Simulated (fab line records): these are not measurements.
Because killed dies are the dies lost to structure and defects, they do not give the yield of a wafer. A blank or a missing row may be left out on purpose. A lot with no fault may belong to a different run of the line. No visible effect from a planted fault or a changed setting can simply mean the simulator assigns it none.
Problem report, 8D (eight disciplines) form, completed by code || flow nand harc || the parts of the form that need people (team, actions taken, sign-off) are left out

== 1. THE PROBLEM ==
Mean of thk nm at NHARC_A_ONON_D2_THK_MEAS_34: 163.3 nm across 2 wafers in 2 lots; on wafers with no fault it is 200.0 nm (standard deviation 2.7). Measured from the usual mean, that is -14 standard deviations.
The step: measures by ellipsometry.
First seen on wafer L466.5, day 17 01:13, on film metro-01. The record holds 36 wafers of 12 lots with a number at this step. Rule for "out", or "out of limits": more than 4 standard deviations from the usual mean. Any other wafer with a number is counted as sound.

== 2. WHAT IT IS; WHAT IT IS NOT ==
{"question": "which readings at this step", "is": "thk nm", "is not": "-"}
{"question": "which lots", "is": "L466, L469", "is not": "L458, L460, L461, L464, L474, L475, L476, L477, L479, L480"}
{"question": "which wafers of those lots", "is": "L466.5, L469.4", "is not": "L466.1, L466.6, L469.1, L469.3"}
{"question": "read on which gauges", "is": "film metro-01, film metro-02", "is not": "-"}
{"question": "when", "is": "from day 17 01:13", "is not": "up to then (14 sound wafers); but 20 sound wafers of L469, L474, L475, L476, L477, L479, L480 came after"}

== 3. WHAT RULES OUT EACH SUSPECT ==
Counting: a tool at a process step up to the reading stays a suspect if it ran every lot that is out. Sound lots after the first of them don't rule it out here, since some wafers of a struck lot are sound.
- the gauge at NHARC_A_ONON_D2_THK_MEAS_34 is ruled out. Those wafers that are out were read across 2 gauges (film metro-01, film metro-02).
- pecvd-03 at NHARC_A_ONON_D2_DEP_33 (deposits SiO2, target thk 200 nm): kept. Every lot that is out went through it, the first being L466 (day 17 00:47); the last sound lot it ran before that was L464 (day 15 16:52). Its own mfc precursor sccm readings are out on those wafers.
- pecvd-03, NHARC_A_ONON_D2_DEP_33: wafers that are out in chamber 0, sound lot-mates in chambers 1, 2.
Left after counting: pecvd-03 at NHARC_A_ONON_D2_DEP_33.

== 4. THE CAUSE (what the simulator had put in) ==
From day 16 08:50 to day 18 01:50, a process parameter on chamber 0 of pecvd-03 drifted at NHARC_A_ONON_D2_DEP_33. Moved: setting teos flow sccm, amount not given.
Only this tool survived the counting.

== 5. THE EFFECT CHAIN, in route order ==
Each row: a reading whose mean over the struck wafers that have a number lies more than 3 standard deviations from the usual. Scope: only readings with a usual standard deviation given in the record; hours: median across lots of the time from each lot's start at the first step in this table that gives one to its start at this step; sigmas: change in usual standard deviations.
{"hours": 0, "step": "NHARC_A_ONON_D2_DEP_33", "reading": "mfc precursor sccm", "usual": "161.5 sccm", "on struck wafers": 131.4, "change": -30.1, "sigmas": -61}
{"hours": 0, "step": "NHARC_A_ONON_D2_THK_MEAS_34", "reading": "thk nm", "usual": "200.0 nm", "on struck wafers": 163.3, "change": -36.7, "sigmas": -14}
It contains these process steps:
- NHARC_A_ONON_D2_DEP_33: deposits SiO2, target thk 200 nm.
At these later measuring or inspecting steps, every struck wafer for which the step has a row has a number for every such reading, and none has moved that far: NHARC_A_ONON_D2_INSPECT_32.

== 6. WHAT WOULD HAVE CAUGHT IT SOONER ==
The first out-of-limits reading at a measuring or inspecting step in this record came at day 17 01:13, 16 hours after the fault's start at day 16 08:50.
The tool's own readings at NHARC_A_ONON_D2_DEP_33 were out on every struck wafer that the step has a row for (mfc precursor sccm): an alarm limit on them would have fired on the first of those.
Among the 2 lots that are out, L469 began NHARC_A_ONON_D2_DEP_33 on pecvd-03 after day 17 01:13. It would have been spared by a hold on the tool at that moment.
